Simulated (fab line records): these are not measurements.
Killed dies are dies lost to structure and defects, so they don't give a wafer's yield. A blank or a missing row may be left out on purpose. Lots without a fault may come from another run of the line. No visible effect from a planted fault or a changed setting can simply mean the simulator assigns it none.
fab line records -- flow nandHarc
record: lots: 12, wafers: 34, lastDay: 33
route steps=1302 shown A_ZERO_WELL@403 A_ONON_D1@444 A_CHANNEL_HOLE_D1@465 END@1302
lots that met no fault: taken from a fault-free run of the same line
startH: hours from the record's opening day to when the first of the lot's shown wafers began -- waitH: hours since the lot's step before -- " repeats the value in the row above -- L1.1+2: a single row standing in for several wafers -- - no value, or no start given -- * or withheld: withheld -- < > ~ a bound
route shown NAME@n: names a module that has steps shown in the file, with the first one's number in the route -- usual: average and standard deviation across the fault-free wafers -- same: alike in all rows -- chamber/n: place in a boat -- sites: each site's reading -- _std_site: how widely they spread, as a standard deviation -- _edge_site: inner sites' mean taken away from outer sites' mean -- radiusMm: for every site, how far away it sits from the centre of the wafer -- mask NAME#n: copy n -- behind: tool/chamber where the wafer was last shaped -- hold: why the lot was held/for how many hours/how that ended -- device: the transistor (n, p or np) that didn't switch -- end of line: tests of these same wafers at the route's end -- step lacking rows: just its recipe -- killed: the dies lost at the first sort to structure and to defects; this is not the yield of the wafer -- map: dies across one wafer; x = killed, . = not, _ = none there
set.NAME: the setting the step ran with; set.NAME@STEP: the setting that earlier step ran with -- model.NAME: the simulator's own value behind a step, which no gauge read
the route's steps for a sample of lots (tables are steps, rows are wafers)
services: a tool's chamber out of use, with start hour (startH, from the record's first day; less than 0 if before it), hours out, and reason
== steps ==
step: NHARC_A_ZERO_WELL_DESCUM_12
recipe: timeS: 3, o2FlowSccm: 200, arFlowSccm: 0, biasPowerW: 0, chemistry: O2
usual: drypumpMotorCurrentA: 5.9/0.41, oesProductAu: 1.000/0.0098, rfVppV: 57.7/0.94, showerheadPlenumPTorr: 1.90/0.051, throttleValvePct: 11.310/0.0095
same: timeS: 3
lot.wafer,tool,chamber,startH,waitH,drypumpMotorCurrentA,oesProductAu,rfHoursCounterH,rfVppV,showerheadPlenumPTorr,throttleValvePct
L501.1,rieDiel-09,0,138.47,-,5.9,1.008,5,56.5,1.95,11.318
L501.6,rieDiel-09,2,138.47,-,6.6,1.014,-,56.7,1.87,11.315
L501.5,rieDiel-09,3,138.47,-,6.0,1.010,-,57.5,1.89,11.333
L504.4,rieDiel-09,0,168.54,-,5.9,1.000,0,60.2,1.95,11.322
L504.3,rieDiel-09,2,168.54,-,6.6,1.005,0,58.0,1.87,11.296
L504.5,rieDiel-09,3,168.54,-,6.0,0.988,-,58.0,1.89,11.301
L505.4,rieDiel-04,2,176.08,-,5.7,1.004,28,58.6,2.03,11.313
L505.1,rieDiel-04,3,176.08,-,5.8,0.999,30,57.0,1.89,11.306
L505.3,rieDiel-04,0,176.08,-,5.1,1.010,29,59.1,1.87,11.292
L508.3,rieDiel-04,1,214.23,-,5.6,1.011,5,56.2,1.85,11.305
L508.5,rieDiel-04,0,214.23,-,5.1,1.002,-,56.8,1.87,11.302
L508.6,rieDiel-04,1,214.23,-,5.6,1.010,-,59.2,1.85,11.303
L509.4,rieDiel-09,1,227.01,-,6.0,0.991,1,59.4,1.90,11.314
L509.2,rieDiel-09,2,227.01,-,6.6,1.023,2,57.7,1.87,11.301
L509.5,rieDiel-09,0,227.01,-,5.9,0.997,-,58.4,1.95,11.314
L511.3,rieDiel-09,2,249.26,-,6.6,1.009,3,57.6,1.87,11.302
L511.6,rieDiel-09,3,249.26,-,6.0,0.992,-,58.2,1.89,11.314
L512.3,rieDiel-09,2,257.45,-,6.6,1.015,3,57.2,1.87,11.308
L512.4,rieDiel-09,3,257.45,-,6.0,0.995,3,58.8,1.89,11.307
L519.1,rieDiel-04,0,321.26,-,5.1,1.006,25,57.2,1.86,11.327
L519.2,rieDiel-04,1,321.26,-,5.6,0.990,26,56.5,1.84,11.314
L519.5,rieDiel-04,1,321.26,-,5.6,1.003,-,56.9,1.84,11.322
L520.1,rieDiel-04,3,321.78,-,5.8,0.996,27,58.1,1.88,11.300
L520.5,rieDiel-04,2,321.78,-,5.7,1.003,-,58.4,2.02,11.285
L520.6,rieDiel-04,3,321.78,-,5.8,1.000,-,57.6,1.88,11.321
L522.2,rieDiel-09,0,345.67,-,5.9,0.996,0,58.8,1.95,11.302
L522.4,rieDiel-09,2,345.67,-,6.6,1.012,0,57.6,1.87,11.298
L522.5,rieDiel-09,0,345.67,-,5.9,1.002,-,58.6,1.95,11.310
L523.3,rieDiel-09,1,354.73,-,5.9,0.984,0,59.4,1.90,11.298
L523.4,rieDiel-09,2,354.73,-,6.6,1.003,0,58.1,1.87,11.311
L523.2,rieDiel-09,3,354.73,-,6.0,0.987,0,58.3,1.89,11.308
L524.3,rieDiel-04,0,369.75,-,5.1,1.009,0,58.2,1.86,11.311
L524.2,rieDiel-04,1,369.75,-,5.6,0.981,0,58.0,1.84,11.309
L524.6,rieDiel-04,0,369.75,-,5.1,1.000,-,58.3,1.86,11.306
step: NHARC_A_ONON_D1_DEP_28
recipe: targetThkA: 10000, n2FlowSccm: 2750, n2oFlowSccm: 2000, nh3FlowSccm: 500, sih4FlowSccm: 210, tempC: 400
lot.wafer,tool,chamber,startH,waitH
L501.1+5+6,pecvdOnon-01,0,177.92,0.1
L504.3+4+5,pecvdOnon-02,0,202.96,0.2
L505.1+3+4,pecvdOnon-02,0,209.75,0.1
L508.3+5+6,pecvdOnon-03,0,250.27,0.2
L509.2+4+5,pecvdOnon-02,0,260.71,0.1
L511.3+6,pecvdOnon-02,0,284.52,0.2
L512.3+4,pecvdOnon-02,0,291.60,0.2
L520.1+5+6,pecvdOnon-03,0,354.92,0.1
L519.1+2+5,pecvdOnon-02,0,354.92,0.1
L522.2+4+5,pecvdOnon-01,0,381.51,0.1
L523.2+3+4,pecvdOnon-01,0,388.78,0.1
L524.2+3+6,pecvdOnon-01,0,409.19,0.1
step: NHARC_A_ONON_D1_THK_MEAS_30
recipe: thkMeasGauge: ellipsometry
usual: thkNm: 998/9.9
lot.wafer,tool,chamber,startH,waitH,thkNm
L501.1,filmMetro-02,-,178.44,-,996
L501.5,filmMetro-02,-,178.44,-,996
L501.6,filmMetro-02,-,178.44,-,996
L504.3,filmMetro-02,-,203.36,-,987
L504.4,filmMetro-02,-,203.36,-,987
L504.5,filmMetro-02,-,203.36,-,987
L505.1,filmMetro-01,-,210.26,-,972
L505.3,filmMetro-01,-,210.26,-,973
L505.4,filmMetro-01,-,210.26,-,973
L508.3,filmMetro-02,-,250.67,-,1015
L508.5,filmMetro-02,-,250.67,-,1015
L508.6,filmMetro-02,-,250.67,-,1016
L509.2,filmMetro-02,-,261.16,-,1003
L509.4,filmMetro-02,-,261.16,-,1518
L509.5,filmMetro-02,-,261.16,-,1003
L511.3,filmMetro-02,-,284.92,-,992
L511.6,filmMetro-02,-,284.92,-,1505
L512.3,filmMetro-02,-,291.99,-,1016
L512.4,filmMetro-02,-,291.99,-,1530
L520.1,filmMetro-01,-,355.42,-,994
L520.5,filmMetro-01,-,355.42,-,996
L520.6,filmMetro-01,-,355.42,-,994
L519.1,filmMetro-02,-,355.43,-,1016
L519.2,filmMetro-02,-,355.43,-,1015
L519.5,filmMetro-02,-,355.43,-,1015
L522.2,filmMetro-01,-,381.96,-,1002
L522.4,filmMetro-01,-,381.96,-,1002
L522.5,filmMetro-01,-,381.96,-,1003
L523.2,filmMetro-01,-,389.24,-,1003
L523.3,filmMetro-01,-,389.24,-,1003
L523.4,filmMetro-01,-,389.24,-,1003
L524.2,filmMetro-02,-,409.64,-,996
L524.3,filmMetro-02,-,409.64,-,995
L524.6,filmMetro-02,-,409.64,-,995
step: NHARC_A_ONON_D1_DEP_33
recipe: targetThkA: 2000, tempC: 400, pressureTorr: 6.5, rfW: 900, teosFlowSccm: 161.4, flowSccm: 2650, targetThkNm: 200, gas: O2, material: SiO2
usual: chamberPressureTorr: 6.501/0.015, heaterPowerW: 585/98, showerheadVppV: 1819/80, throttleValvePct: 16.0/0.5
lot.wafer,tool,chamber,startH,waitH,chamberPressureTorr,heaterPowerW,showerheadVppV,throttleValvePct
L501.1,pecvd-01,1,178.81,0.4,6.479,565,1890,16.8
L501.6,pecvd-01,0,178.81,0.4,6.504,651,1928,15.6
L501.5,pecvd-01,1,178.81,0.4,6.488,567,1866,17.0
L504.3,pecvd-02,1,203.46,0.1,6.510,499,1780,15.8
L504.5,pecvd-02,1,203.46,0.1,6.503,513,1808,15.7
L504.4,pecvd-02,2,203.46,0.1,6.493,598,1882,14.9
L505.1,pecvd-01,2,210.32,0.1,6.486,456,1710,16.2
L505.3,pecvd-01,0,210.32,0.1,6.511,550,1919,15.7
L505.4,pecvd-01,0,210.32,0.1,6.511,558,1937,15.8
L508.3,pecvd-03,2,250.82,0.1,6.518,497,1884,16.3
L508.5,pecvd-03,0,250.82,0.1,6.491,699,1885,16.7
L508.6,pecvd-03,1,250.82,0.1,6.508,464,1789,16.1
L509.2,pecvd-02,0,261.26,0.1,6.499,597,1666,15.6
L509.5,pecvd-02,2,261.26,0.1,6.508,626,1862,15.4
L509.4,pecvd-02,0,261.26,0.1,6.497,604,1707,15.6
L511.3,pecvd-02,0,285.06,0.1,6.487,704,1698,15.5
L511.6,pecvd-02,0,285.06,0.1,6.496,704,1677,15.7
L512.3,pecvd-03,2,292.09,0.1,6.530,528,1900,16.2
L512.4,pecvd-03,1,292.09,0.1,6.492,448,1804,15.9
L520.1,pecvd-03,2,355.48,0.1,6.498,601,1864,16.4
L520.5,pecvd-03,2,355.48,0.1,6.499,626,1898,16.2
L520.6,pecvd-03,1,355.48,0.1,6.487,529,1802,16.2
L519.2,pecvd-02,2,355.53,0.1,6.520,634,1864,15.1
L519.1,pecvd-02,0,355.53,0.1,6.489,624,1696,15.9
L519.5,pecvd-02,1,355.53,0.1,6.491,458,1779,15.7
L522.2,pecvd-02,1,382.02,0.1,6.503,523,1768,15.6
L522.4,pecvd-02,2,382.02,0.1,6.523,631,1878,15.8
L522.5,pecvd-02,0,382.02,0.1,6.496,581,1704,16.0
L523.3,pecvd-03,1,389.32,0.1,6.507,430,1839,16.3
L523.2,pecvd-03,0,389.32,0.1,6.476,779,1843,16.5
L523.4,pecvd-03,1,389.32,0.1,6.526,436,1817,16.3
L524.3,pecvd-03,2,409.70,0.1,6.508,495,1912,16.4
L524.2,pecvd-03,1,409.70,0.1,6.504,501,1832,16.1
L524.6,pecvd-03,2,409.70,0.1,6.506,516,1907,16.6
step: NHARC_A_CHANNEL_HOLE_D1_DESCUM_15
recipe: timeS: 3, o2FlowSccm: 200, arFlowSccm: 0, biasPowerW: 0, chemistry: O2
usual: drypumpMotorCurrentA: 5.7/0.45, oesProductAu: 0.997/0.011, rfVppV: 58.1/0.95, showerheadPlenumPTorr: 1.97/0.089, throttleValvePct: 11.311/0.0091
same: timeS: 3
lot.wafer,tool,chamber,startH,waitH,drypumpMotorCurrentA,oesProductAu,rfHoursCounterH,rfVppV,showerheadPlenumPTorr,throttleValvePct
L501.1,rieDiel-11,3,182.85,0.1,6.2,0.987,8,58.4,2.01,11.304
L501.6,rieDiel-11,3,182.85,0.1,6.2,0.988,-,58.2,2.00,11.317
L501.5,rieDiel-11,0,182.85,0.1,5.4,0.996,-,58.1,1.78,11.306
L504.4,rieDiel-11,1,207.56,0.1,5.0,0.976,10,57.7,2.06,11.309
L504.3,rieDiel-11,2,207.56,0.1,6.3,0.982,10,58.9,2.00,11.317
L504.5,rieDiel-11,2,207.56,0.1,6.3,0.994,-,58.0,2.00,11.323
L505.1,rieDiel-11,2,213.59,0.1,6.3,0.988,11,58.8,2.00,11.322
L505.4,rieDiel-11,0,213.59,0.1,5.4,0.996,11,56.5,1.78,11.303
L505.3,rieDiel-11,1,213.59,0.1,5.0,0.990,11,58.7,2.06,11.316
L508.3,rieDiel-13,0,258.32,0.1,5.2,1.012,30,58.4,1.97,11.312
L508.5,rieDiel-13,1,258.32,0.1,5.9,0.986,-,58.0,2.05,11.328
L508.6,rieDiel-13,2,258.32,0.1,5.5,1.010,-,58.5,1.94,11.310
L509.2,rieDiel-11,3,270.65,0.1,6.2,1.001,0,58.3,2.00,11.312
L509.5,rieDiel-11,0,270.65,0.1,5.4,1.000,-,56.3,1.78,11.302
L511.3,rieDiel-13,2,289.29,0.1,5.5,1.008,34,57.7,1.94,11.314
L512.3,rieDiel-01,3,296.19,0.1,6.1,0.997,25,58.8,2.05,11.314
L520.1,rieDiel-11,0,358.86,0.1,5.4,0.997,8,56.0,1.78,11.322
L520.6,rieDiel-11,0,358.86,0.1,5.4,1.011,-,57.1,1.78,11.311
L520.5,rieDiel-11,1,358.86,0.1,5.0,0.984,-,58.6,2.05,11.300
L519.1,rieDiel-01,0,359.06,0.1,5.4,1.005,47,59.3,2.06,11.315
L519.2,rieDiel-01,3,359.06,0.1,6.1,0.998,43,58.1,2.04,11.312
L519.5,rieDiel-01,0,359.06,0.1,5.4,1.004,-,58.3,2.06,11.319
L522.4,rieDiel-11,2,390.70,0.1,6.3,0.993,10,58.2,2.00,11.315
L522.2,rieDiel-11,1,390.70,0.1,5.0,0.976,10,58.7,2.05,11.311
L522.5,rieDiel-11,2,390.70,0.1,6.3,0.994,-,59.2,2.00,11.321
L523.4,rieDiel-11,0,395.67,0.1,5.4,0.987,11,58.3,1.78,11.316
L523.3,rieDiel-11,1,395.67,0.1,5.0,0.984,11,58.7,2.05,11.327
L523.2,rieDiel-11,2,395.67,0.1,6.3,0.994,11,58.8,2.00,11.299
L524.3,rieDiel-11,2,412.97,0.1,6.3,1.001,13,58.7,1.99,11.305
L524.2,rieDiel-11,3,412.97,0.1,6.2,1.006,12,58.6,2.00,11.317
L524.6,rieDiel-11,3,412.97,0.1,6.2,1.007,-,59.0,2.00,11.321
step: NHARC_END_SORT_01
recipe: tempC: 25
usual: killedAtArray: 55/19, killedAtOther: 0.8/1.1, killedAtPeriphery: 4.0/2.6, killedDies: 60/20, killedOpen: 3.4/1.7, killedShort: 2.6/1.5
same: grossDies: 677
lot.wafer,tool,chamber,startH,waitH,killedAtArray,killedAtOther,killedAtPeriphery,killedDies,killedOpen,killedShort
L509.2,prober-01,0,653.68,2.8,32,1,4,37,3,1
L509.4,prober-01,0,655.27,3.4,673,1,3,677,6,2
L509.5,prober-01,0,656.06,3.7,22,0,5,27,3,4
L511.3,prober-02,0,676.23,3.1,56,1,5,62,5,5
L511.6,prober-02,0,678.70,4.1,674,0,3,677,5,2
L512.3,prober-02,0,684.07,3.1,45,4,5,54,3,4
L512.4,prober-02,0,684.86,3.4,670,5,2,677,2,4
killed by level:class
L509.2 A_CHANNEL_HOLE_D2:chamberFilmFlake=14 A_CHANNEL_HOLE_D1:chamberFilmFlake=8 A_CONTACT:chamberFilmFlake=4 A_M1:geometricParticle:open=2 A_STAIRCASE:chamberFilmFlake=2 P_CONTACT:geometricParticle:open=1 P_M2:geometricParticle:short=1 P_ZERO_WELL:chamberFilmFlake=1
L509.4 A_ONON_D1:areaDep=643 A_CHANNEL_HOLE_D2:chamberFilmFlake=11 A_CHANNEL_HOLE_D1:chamberFilmFlake=6 A_ONON_D1:geometricParticle:open=3 A_SLIT:chamberFilmFlake=2 A_WL_FILL:chamberFilmFlake=2 A_CONTACT:chamberFilmFlake=2 P_M2:geometricParticle:short=1
L509.5 A_CHANNEL_HOLE_D1:chamberFilmFlake=4 A_CHANNEL_HOLE_D2:chamberFilmFlake=4 A_SLIT:chamberFilmFlake=4 A_WL_FILL:geometricParticle:short=2 A_CONTACT:chamberFilmFlake=2 P_GATE:geometricParticle:open=1 P_M0:geometricParticle:open=1 P_M0:geometricParticle:short=1
L511.3 A_CHANNEL_HOLE_D1:chamberFilmFlake=28 A_STAIRCASE:chamberFilmFlake=13 A_CHANNEL_HOLE_D2:chamberFilmFlake=3 A_ONON_D2:geometricParticle:short=2 A_SGD_CUT:chamberFilmFlake=2 P_STI:geometricParticle:open=1 P_CONTACT:geometricParticle:open=1 P_M0:geometricParticle:open=1
L511.6 A_ONON_D1:areaDep=615 A_CHANNEL_HOLE_D1:chamberFilmFlake=32 A_STAIRCASE:chamberFilmFlake=11 A_CHANNEL_HOLE_D2:chamberFilmFlake=5 A_SLIT:chamberFilmFlake=2 P_M0:geometricParticle:open=1 A_DECK1_JOINT:geometricParticle:short=1 A_ONON_D2:geometricParticle:open=1
L512.3 A_CHANNEL_HOLE_D2:chamberFilmFlake=19 A_CHANNEL_HOLE_D1:chamberFilmFlake=8 A_STAIRCASE:chamberFilmFlake=4 THIN_TSV:chamberFilmFlake=4 A_DECK1_JOINT:chamberFilmFlake=3 A_SLIT:chamberFilmFlake=3 A_CHANNEL_FILL_D1:geometricParticle:short=2 A_CONTACT:chamberFilmFlake=2
L512.4 A_ONON_D1:areaDep=624 A_CHANNEL_HOLE_D2:chamberFilmFlake=18 A_STAIRCASE:chamberFilmFlake=6 A_M1:chamberFilmFlake=5 THIN_TSV:chamberFilmFlake=5 A_CHANNEL_HOLE_D1:chamberFilmFlake=4 A_SLIT:chamberFilmFlake=3 A_CONTACT:chamberFilmFlake=3
== services ==
tool,chamber,startH,hours,kind
rieDiel-04,-,121.89,0.8,repair
pecvdOnon-02,-,130.20,1.2,repair
rieDiel-09,-,143.10,9.0,pm
rieDiel-04,-,177.96,9.0,pm
pecvdOnon-02,-,185.00,13.0,pm
pecvd-03,-,185.43,13.0,pm
pecvd-03,-,209.55,0.5,repair
rieDiel-09,-,211.34,0.3,repair
pecvd-02,2,215.22,21.4,repair
rieDiel-04,0,219.79,1.2,repair
pecvd-02,-,226.98,1.6,repair
pecvd-02,-,228.62,13.0,pm
rieDiel-04,2,232.33,4.7,repair
rieDiel-11,-,255.50,9.0,pm
rieDiel-09,3,259.75,8.4,repair
rieDiel-04,0,260.79,2.2,repair
rieDiel-09,2,273.88,4.7,repair
rieDiel-11,1,275.12,7.7,repair
rieDiel-09,-,320.10,9.0,pm
rieDiel-04,2,327.14,14.9,repair
rieDiel-04,1,351.18,2.3,repair
rieDiel-04,-,354.96,9.0,pm
rieDiel-11,3,362.33,4.3,repair
pecvdOnon-02,-,366.00,13.0,pm
== key ==
firstSign: step: NHARC_A_ONON_D1_THK_MEAS_30, reading: thkNm, direction: up, sigmas: 53, usual: 998, struck: 1518
effect: step: NHARC_END_SORT_01, reading: killedAtArray, direction: up, sigmas: 32, usual: 55, struck: 672
moreKillsBornAt: NHARC_A_ONON_D1_DEP_28@pecvdOnon-02: 1882
metAt NHARC_A_ONON_D1_DEP_28
struckLots L509,L511,L512
struckWafers L509.4,L511.6,L512.4
laterRowsLeftOut L509.4,L511.6,L512.4
testerLeftOut L509,L511,L512
notActingAt NHARC_A_ZERO_WELL_DESCUM_12,NHARC_A_ONON_D1_DEP_33,NHARC_A_CHANNEL_HOLE_D1_DESCUM_15
onsetBetween 209.75 260.71
fault: kind: processParameterDrift, tool: pecvdOnon-02, chamber: -, onsetH: 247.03, steps: NHARC_A_ONON_D1_DEP_28, channel: targetThkA, offset: *, shape: step, endH: 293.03, scope: struckWafersOnly, actsIn: *, stated: *
testerLeftOut: of these lots the tester's yield and bins aren't shown, on N5 and GAA mostly nor the transistor test; their killed dies are dies lost to structure and defects alone, not to doping, threshold or leakage, so they don't give the yield
laterRowsLeftOut: the simulator's readings of these wafers behind a module that went badly wrong aren't trusted and aren't shown, but for the sort
